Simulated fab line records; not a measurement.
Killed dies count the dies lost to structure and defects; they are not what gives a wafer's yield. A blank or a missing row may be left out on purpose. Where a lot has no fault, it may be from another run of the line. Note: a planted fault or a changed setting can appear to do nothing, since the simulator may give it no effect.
The tool behind it: which one? | flow n5 finfet | 21 lots, 63 wafers sampled, at 6 steps of a route of 1938

WHAT EACH GAUGE READ, for each wafer
The record lacks any reading of a measuring or inspecting step that a usual standard deviation could be used to judge.

EACH LOT AND THE TOOL THAT RAN IT (in order: tool; ch and the chambers of the sampled wafers; start)
lot  | N5_BEOL_M9_VIA_ETCH_34             | N5_BEOL_M9_TRENCH_ETCH_37                     | N5_BEOL_M9_ALD_74                   | N5_BEOL_M9_ANNEAL_51             | N5_BEOL_M10_HM_OPEN_17            | N5_BEOL_M10_ETCH_66
L074 | rie diel-02 ch 1,3, day 9 16:40    | rie diel-02 ch 1,3, day 9 17:57 or earlier    | ald metal-01 ch 1,2,3, day 9 17:57  | rtp anneal-02 ch 0, day 9 22:07  | rie metal-02 ch 0,1, day 10 01:39 | rie diel-01 ch 0,2, day 10 02:50
L075 | rie diel-02 ch 0,1,3, day 10 02:47 | rie diel-02 ch 0,1,3, day 10 03:57 or earlier | ald metal-04 ch 0,2,3, day 10 03:57 | rtp anneal-02 ch 0, day 10 07:30 | rie metal-02 ch 0,1, day 10 10:23 | rie diel-01 ch 0,2, day 10 11:53
L077 | rie diel-04 ch 2,3, day 10 13:27   | rie diel-04 ch 2,3, day 10 14:31 or earlier   | ald metal-04 ch 0,2, day 10 14:31   | rtp anneal-02 ch 0, day 10 17:22 | rie metal-01 ch 0,1, day 10 19:56 | rie diel-06 ch 0,1,2, day 10 20:35
L076 | rie diel-02 ch 0,1,3, day 10 13:44 | rie diel-02 ch 0,1,3, day 10 14:46 or earlier | ald metal-04 ch 0,2,3, day 10 14:46 | rtp anneal-02 ch 0, day 10 19:06 | rie metal-03 ch 0,1, day 10 21:40 | rie diel-01 ch 0,1,2, day 10 22:47
L078 | rie diel-04 ch 1,3, day 10 22:53   | rie diel-04 ch 1,3, day 11 00:02 or earlier   | ald metal-01 ch 2,3, day 11 00:02   | rtp anneal-01 ch 0, day 11 01:05 | rie metal-01 ch 0, day 11 03:40   | rie diel-05 ch 0,1,3, day 11 06:29
L079 | rie diel-04 ch 0,1,2, day 11 00:36 | rie diel-04 ch 0,1,2, day 11 01:30 or earlier | ald metal-03 ch 0,2,3, day 11 01:30 | rtp anneal-02 ch 0, day 11 02:16 | rie metal-01 ch 0,1, day 11 04:34 | rie diel-01 ch 1,3, day 11 06:53
L080 | rie diel-03 ch 0,2,3, day 11 06:39 | rie diel-03 ch 0,2,3, day 11 07:52 or earlier | ald metal-03 ch 0,1, day 11 07:52   | rtp anneal-01 ch 0, day 11 09:16 | rie metal-01 ch 0,1, day 11 12:17 | rie diel-01 ch 1,3, day 11 14:06
L081 | rie diel-04 ch 0,3, day 11 10:22   | rie diel-04 ch 0,3, day 11 11:25 or earlier   | ald metal-01 ch 1,2,3, day 11 11:25 | rtp anneal-01 ch 0, day 11 13:22 | rie metal-03 ch 0,1, day 11 15:41 | rie diel-05 ch 0,2,3, day 11 17:44
L083 | rie diel-04 ch 1,2,3, day 11 16:06 | rie diel-04 ch 1,2,3, day 11 17:13 or earlier | ald metal-01 ch 1,2,3, day 11 17:13 | rtp anneal-02 ch 0, day 11 20:11 | rie metal-03 ch 0,1, day 11 22:55 | rie diel-06 ch 0,1,3, day 11 23:41
L082 | rie diel-02 ch 0,2,3, day 11 16:16 | rie diel-02 ch 0,2,3, day 11 18:17 or earlier | ald metal-03 ch 1,2, day 11 18:17   | rtp anneal-01 ch 0, day 11 20:41 | rie metal-01 ch 0,1, day 11 23:26 | rie diel-01 ch 0,2, day 12 00:15
L084 | rie diel-04 ch 2,3, day 12 04:16   | rie diel-04 ch 2,3, day 12 05:59 or earlier   | ald metal-04 ch 0,1,3, day 12 05:59 | rtp anneal-02 ch 0, day 12 07:04 | rie metal-02 ch 1, day 12 11:34   | rie diel-06 ch 0,2, day 12 15:22
L085 | rie diel-04 ch 1,2,3, day 12 16:21 | rie diel-04 ch 1,2,3, day 12 17:15 or earlier | ald metal-01 ch 0,2, day 12 17:15   | rtp anneal-02 ch 0, day 12 18:28 | rie metal-03 ch 1, day 12 21:43   | rie diel-01 ch 0,3, day 13 02:16
L089 | rie diel-04 ch 0,1,2, day 13 09:05 | rie diel-04 ch 0,1,2, day 13 10:12 or earlier | ald metal-01 ch 0,2,3, day 13 10:12 | rtp anneal-01 ch 0, day 13 11:08 | rie metal-03 ch 0,1, day 13 15:23 | rie diel-01 ch 2,3, day 13 17:18
L090 | rie diel-02 ch 0,2,3, day 13 17:17 | rie diel-02 ch 0,2,3, day 13 18:23 or earlier | ald metal-03 ch 1,2,3, day 13 18:23 | rtp anneal-01 ch 0, day 13 19:31 | rie metal-03 ch 0,1, day 13 21:45 | rie diel-06 ch 0,1,3, day 13 22:26
L088 | rie diel-04 ch 0,2, day 13 19:45   | rie diel-04 ch 0,2, day 13 20:47 or earlier   | ald metal-01 ch 0,1, day 13 20:47   | rtp anneal-02 ch 0, day 13 21:32 | rie metal-02 ch 0,1, day 14 00:40 | rie diel-01 ch 1,2,3, day 14 01:44
L091 | rie diel-04 ch 1,2,3, day 14 09:05 | rie diel-04 ch 1,2,3, day 14 10:32 or earlier | ald metal-01 ch 0,3, day 14 10:32   | rtp anneal-02 ch 0, day 14 12:20 | rie metal-03 ch 0,1, day 14 15:50 | rie diel-06 ch 0,1, day 14 18:27
L092 | rie diel-04 ch 1,3, day 14 11:53   | rie diel-04 ch 1,3, day 14 13:07 or earlier   | ald metal-03 ch 0,1,3, day 14 13:07 | rtp anneal-02 ch 0, day 14 15:08 | rie metal-02 ch 0,1, day 14 19:58 | rie diel-06 ch 2,3, day 14 22:46
L094 | rie diel-03 ch 0,1, day 14 14:12   | rie diel-03 ch 0,1, day 14 15:14 or earlier   | ald metal-01 ch 0,2,3, day 14 15:14 | rtp anneal-02 ch 0, day 14 16:28 | rie metal-02 ch 0,1, day 14 20:07 | rie diel-05 ch 0,1, day 14 22:40
L095 | rie diel-02 ch 0,1, day 14 22:18   | rie diel-02 ch 0,1, day 14 23:26 or earlier   | ald metal-04 ch 0,2, day 14 23:26   | rtp anneal-01 ch 0, day 15 00:37 | rie metal-03 ch 1, day 15 03:22   | rie diel-05 ch 1,2,3, day 15 04:07
L096 | rie diel-03 ch 2,3, day 15 15:35   | rie diel-03 ch 2,3, day 15 16:39 or earlier   | ald metal-01 ch 0,2, day 15 16:39   | rtp anneal-01 ch 0, day 15 17:22 | rie metal-01 ch 0,1, day 15 20:13 | rie diel-06 ch 1,2,3, day 15 21:15
L097 | rie diel-04 ch 2,3, day 16 01:25   | rie diel-04 ch 2,3, day 16 04:59 or earlier   | ald metal-04 ch 0,2, day 16 04:59   | rtp anneal-02 ch 0, day 16 05:58 | rie metal-01 ch 1, day 16 08:11   | rie diel-05 ch 1,2, day 16 10:07
- N5_BEOL_M9_VIA_ETCH_34: etches SiCOH lowk in C4F6/O2, target depth 182.4 nm, time 68.4 s.
- N5_BEOL_M9_TRENCH_ETCH_37: etches SiCOH lowk in C4F6/O2, target depth 151.43 nm, time 49 s.
- N5_BEOL_M9_ALD_74: deposits TaN, target thk 2 nm, pulse time 2 s, purge time 3 s.
- N5_BEOL_M9_ANNEAL_51: time 90 s.
- N5_BEOL_M10_HM_OPEN_17: chemistry Cl2/BCl3, target TiN, target depth 20 nm, overetch 6 nm.
- N5_BEOL_M10_ETCH_66: etches SOC in N2/H2, target depth 120 nm, overetch 24 nm, time 180 s.

AS READ BY THE TOOLS THEMSELVES (means over the sampled wafers that have a number; for cases with no such wafer, the mark the record gives instead)
N5_BEOL_M9_VIA_ETCH_34.
lot  | tool        | C4F6_flow_sccm (sccm) | drypump motor current A (A) | oes_o_777_au (a.u.) | oes product au (a.u.) | rf vpp V (V) | showerhead plenum p Torr (Torr) | throttle valve pct (%)
L074 | rie diel-02 | 10.034                | 6.1                         | 0.87                | 0.88                  | 665          | 2.81                            | 20.39
L075 | rie diel-02 | 10.000                | 5.9                         | 0.80                | 0.81                  | 663          | 2.80                            | 20.67
L077 | rie diel-04 | 9.984                 | 5.7                         | 0.86                | 0.87                  | 661          | 2.80                            | 20.90
L076 | rie diel-02 | 10.028                | 5.9                         | 0.79                | 0.80                  | 662          | 2.79                            | 20.67
L078 | rie diel-04 | 9.979                 | 6.0                         | 0.73                | 0.73                  | 671          | 2.90                            | 20.89
L079 | rie diel-04 | 9.999                 | 5.8                         | 0.79                | 0.79                  | 668          | 2.85                            | 20.94
L080 | rie diel-03 | 9.992                 | 6.2                         | 0.74                | 0.74                  | 659          | 2.73                            | 20.97
L081 | rie diel-04 | 10.008                | 5.7                         | 0.70                | 0.69                  | 665          | 2.81                            | 21.19
L083 | rie diel-04 | 9.981                 | 5.9                         | 0.79                | 0.79                  | 665          | 2.85                            | 20.91
L082 | rie diel-02 | 10.006                | 5.7                         | 0.84                | 0.84                  | 664          | 2.85                            | 20.66
L084 | rie diel-04 | 10.027                | 5.7                         | 0.83                | 0.84                  | 659          | 2.80                            | 20.92
L085 | rie diel-04 | 9.987                 | 5.9                         | 0.78                | 0.78                  | 665          | 2.85                            | 20.92
L089 | rie diel-04 | 10.012                | 5.8                         | 0.76                | 0.76                  | 667          | 2.84                            | 20.97
L090 | rie diel-02 | 9.988                 | 5.7                         | 0.82                | 0.82                  | 664          | 2.84                            | 20.67
L088 | rie diel-04 | 9.982                 | 5.7                         | 0.81                | 0.82                  | 661          | 2.79                            | 21.00
L091 | rie diel-04 | 9.976                 | 5.9                         | 0.87                | 0.87                  | 665          | 2.84                            | 20.81
L092 | rie diel-04 | 9.986                 | 6.0                         | 0.81                | 0.82                  | 671          | 2.88                            | 20.81
L094 | rie diel-03 | 9.969                 | 5.6                         | 0.77                | 0.78                  | 666          | 2.77                            | 20.97
L095 | rie diel-02 | 10.006                | 5.7                         | 0.71                | 0.71                  | 658          | 2.77                            | 20.99
L096 | rie diel-03 | 9.982                 | 6.2                         | 0.71                | 0.71                  | 657          | 2.72                            | 20.97
L097 | rie diel-04 | 9.997                 | 5.7                         | 0.88                | 0.89                  | 659          | 2.78                            | 20.82

N5_BEOL_M9_TRENCH_ETCH_37.
lot  | tool        | C4F6_flow_sccm (sccm) | drypump motor current A (A) | oes_o_777_au (a.u.) | oes product au (a.u.) | rf vpp V (V) | showerhead plenum p Torr (Torr) | throttle valve pct (%)
L074 | rie diel-02 | 10.026                | 6.1                         | 0.86                | 0.88                  | 666          | 2.81                            | 20.40
L075 | rie diel-02 | 10.001                | 5.9                         | 0.80                | 0.81                  | 662          | 2.80                            | 20.70
L077 | rie diel-04 | 9.983                 | 5.7                         | 0.86                | 0.87                  | 660          | 2.80                            | 20.92
L076 | rie diel-02 | 10.003                | 5.9                         | 0.79                | 0.81                  | 662          | 2.79                            | 20.70
L078 | rie diel-04 | 10.005                | 6.0                         | 0.73                | 0.73                  | 670          | 2.90                            | 20.92
L079 | rie diel-04 | 10.001                | 5.8                         | 0.79                | 0.78                  | 667          | 2.85                            | 20.97
L080 | rie diel-03 | 9.981                 | 6.2                         | 0.75                | 0.74                  | 659          | 2.73                            | 21.01
L081 | rie diel-04 | 10.015                | 5.7                         | 0.69                | 0.69                  | 665          | 2.81                            | 21.22
L083 | rie diel-04 | 10.009                | 5.9                         | 0.79                | 0.79                  | 665          | 2.85                            | 20.92
L082 | rie diel-02 | 10.037                | 5.7                         | 0.84                | 0.84                  | 664          | 2.85                            | 20.68
L084 | rie diel-04 | 10.021                | 5.7                         | 0.84                | 0.84                  | 660          | 2.80                            | 20.94
L085 | rie diel-04 | 10.024                | 5.9                         | 0.77                | 0.78                  | 666          | 2.85                            | 20.93
L089 | rie diel-04 | 9.997                 | 5.8                         | 0.76                | 0.76                  | 666          | 2.84                            | 20.99
L090 | rie diel-02 | 9.985                 | 5.7                         | 0.82                | 0.83                  | 664          | 2.84                            | 20.70
L088 | rie diel-04 | 9.984                 | 5.7                         | 0.81                | 0.81                  | 662          | 2.79                            | 21.00
L091 | rie diel-04 | 10.002                | 5.9                         | 0.86                | 0.87                  | 666          | 2.84                            | 20.83
L092 | rie diel-04 | 9.960                 | 6.0                         | 0.81                | 0.81                  | 671          | 2.89                            | 20.83
L094 | rie diel-03 | 10.031                | 5.6                         | 0.77                | 0.78                  | 666          | 2.77                            | 21.00
L095 | rie diel-02 | 9.984                 | 5.7                         | 0.71                | 0.72                  | 659          | 2.77                            | 21.03
L096 | rie diel-03 | 9.983                 | 6.2                         | 0.71                | 0.71                  | 658          | 2.72                            | 21.00
L097 | rie diel-04 | 9.985                 | 5.7                         | 0.88                | 0.88                  | 660          | 2.78                            | 20.86

N5_BEOL_M9_ALD_74.
lot  | tool         | heater power w (W) | precursor vessel pressure torr (Torr)
L074 | ald metal-01 | 379                | 26.26
L075 | ald metal-04 | 428                | 26.24
L077 | ald metal-04 | 430                | 26.24
L076 | ald metal-04 | 438                | 26.30
L078 | ald metal-01 | 358                | 26.19
L079 | ald metal-03 | 391                | 26.31
L080 | ald metal-03 | 414                | 26.27
L081 | ald metal-01 | 382                | 26.28
L083 | ald metal-01 | 381                | 26.29
L082 | ald metal-03 | 398                | 26.26
L084 | ald metal-04 | 415                | 26.22
L085 | ald metal-01 | 361                | 26.25
L089 | ald metal-01 | 391                | 26.22
L090 | ald metal-03 | 388                | 26.24
L088 | ald metal-01 | 413                | 26.23
L091 | ald metal-01 | 428                | 26.32
L092 | ald metal-03 | 394                | 26.21
L094 | ald metal-01 | 389                | 26.25
L095 | ald metal-04 | 424                | 26.27
L096 | ald metal-01 | 358                | 26.24
L097 | ald metal-04 | 433                | 26.21

N5_BEOL_M9_ANNEAL_51.
lot  | tool          | wafer_temp_C_max
L074 | rtp anneal-02 | 225.84
L075 | rtp anneal-02 | 225.87
L077 | rtp anneal-02 | 225.55
L076 | rtp anneal-02 | 225.75
L078 | rtp anneal-01 | 225.48
L079 | rtp anneal-02 | 225.85
L080 | rtp anneal-01 | 225.60
L081 | rtp anneal-01 | 225.54
L083 | rtp anneal-02 | 225.74
L082 | rtp anneal-01 | 225.56
L084 | rtp anneal-02 | 225.82
L085 | rtp anneal-02 | 225.77
L089 | rtp anneal-01 | 225.64
L090 | rtp anneal-01 | 225.59
L088 | rtp anneal-02 | 226.03
L091 | rtp anneal-02 | 225.52
L092 | rtp anneal-02 | 225.70
L094 | rtp anneal-02 | 225.44
L095 | rtp anneal-01 | 225.48
L096 | rtp anneal-01 | 225.22
L097 | rtp anneal-02 | 225.65

N5_BEOL_M10_HM_OPEN_17.
lot  | tool         | drypump motor current A (A) | mfc cl2 sccm (sccm) | oes product au (a.u.) | throttle valve pct (%)
L074 | rie metal-02 | 6.2                         | 53.26               | 0.71                  | 21.97
L075 | rie metal-02 | 6.2                         | 53.30               | 0.73                  | 21.88
L077 | rie metal-01 | 5.5                         | 53.50               | 0.68                  | 22.07
L076 | rie metal-03 | 5.9                         | 53.08               | 0.62                  | 21.96
L078 | rie metal-01 | 5.6                         | 53.32               | 0.74                  | 22.03
L079 | rie metal-01 | 5.4                         | 53.26               | 0.60                  | 22.15
L080 | rie metal-01 | 5.4                         | 53.08               | 0.60                  | 22.14
L081 | rie metal-03 | 6.0                         | 53.25               | 0.59                  | 21.95
L083 | rie metal-03 | 5.9                         | 53.19               | 0.62                  | 21.97
L082 | rie metal-01 | 5.5                         | 53.29               | 0.67                  | 22.08
L084 | rie metal-02 | 6.2                         | 53.13               | 0.75                  | 21.80
L085 | rie metal-03 | 5.8                         | 53.17               | 0.66                  | 21.97
L089 | rie metal-03 | 5.9                         | 53.06               | 0.61                  | 21.97
L090 | rie metal-03 | 5.9                         | 53.28               | 0.60                  | 21.99
L088 | rie metal-02 | 6.1                         | 53.36               | 0.69                  | 21.98
L091 | rie metal-03 | 6.0                         | 53.24               | 0.58                  | 21.97
L092 | rie metal-02 | 6.2                         | 53.30               | 0.69                  | 21.98
L094 | rie metal-02 | 6.2                         | 53.39               | 0.68                  | 21.99
L095 | rie metal-03 | 5.8                         | 53.12               | 0.65                  | 21.98
L096 | rie metal-01 | 5.4                         | 53.22               | 0.78                  | 22.01
L097 | rie metal-01 | 5.4                         | 53.47               | 0.82                  | 21.98

N5_BEOL_M10_ETCH_66.
lot  | tool        | drypump motor current A (A) | oes product au (a.u.) | rf vpp V (V) | showerhead plenum p Torr (Torr) | throttle valve pct (%)
L074 | rie diel-01 | 5.6                         | 0.60                  | 521.3        | 2.47                            | 17.94
L075 | rie diel-01 | 5.6                         | 0.60                  | 522.3        | 2.46                            | 17.94
L077 | rie diel-06 | 5.6                         | 0.64                  | 526.4        | 2.62                            | 17.95
L076 | rie diel-01 | 5.7                         | 0.58                  | 522.7        | 2.48                            | 18.01
L078 | rie diel-05 | 5.5                         | 0.69                  | 525.1        | 2.58                            | 17.54
L079 | rie diel-01 | 5.5                         | 0.58                  | 522.2        | 2.48                            | 17.85
L080 | rie diel-01 | 5.5                         | 0.61                  | 521.5        | 2.46                            | 17.72
L081 | rie diel-05 | 5.4                         | 0.67                  | 523.2        | 2.54                            | 17.72
L083 | rie diel-06 | 5.6                         | 0.69                  | 526.9        | 2.65                            | 17.88
L082 | rie diel-01 | 5.9                         | 0.73                  | 521.6        | 2.49                            | 17.83
L084 | rie diel-06 | 5.5                         | 0.59                  | 524.5        | 2.56                            | 18.00
L085 | rie diel-01 | 5.9                         | 0.71                  | 521.7        | 2.49                            | 17.80
L089 | rie diel-01 | 5.3                         | 0.61                  | 521.0        | 2.44                            | 17.68
L090 | rie diel-06 | 5.6                         | 0.67                  | 527.1        | 2.64                            | 17.91
L088 | rie diel-01 | 5.4                         | 0.66                  | 521.1        | 2.45                            | 17.67
L091 | rie diel-06 | 5.3                         | 0.64                  | 527.2        | 2.67                            | 17.96
L092 | rie diel-06 | 5.8                         | 0.72                  | 525.2        | 2.56                            | 17.77
L094 | rie diel-05 | 5.9                         | 0.66                  | 523.9        | 2.53                            | 17.61
L095 | rie diel-05 | 5.6                         | 0.65                  | 525.0        | 2.56                            | 17.75
L096 | rie diel-06 | 5.9                         | 0.69                  | 525.5        | 2.58                            | 17.84
L097 | rie diel-05 | 5.8                         | 0.64                  | 522.7        | 2.48                            | 17.93

THE ANSWER, worked out from the rows above alone
Rule: the usual values come from the lots themselves. The widest of any qualifying gaps counts: lots, ordered by their means at a reading, are off when they make up no more than a third of the lots, leave a main group of 4 or more, and stand apart from it by 3 or more times the standard deviation of that group's means. If all means in a main group match to the digits the tables above print for the reading, that group is not used. A lot without any number at a reading at which 4 lots or more have one is off too. The other lots that the step has rows for count as sound. Order of review: gauges by route order, followed by the tools' own readings, for which a lot's mean as printed above is used. The first step at which some lot is off is used, and at that step the reading that is off furthest; a lot without a number counts as furthest.
No lot is off at any reading shown: from this, nothing can be told.

WHAT HAD BEEN PUT IN BY THE SIMULATOR
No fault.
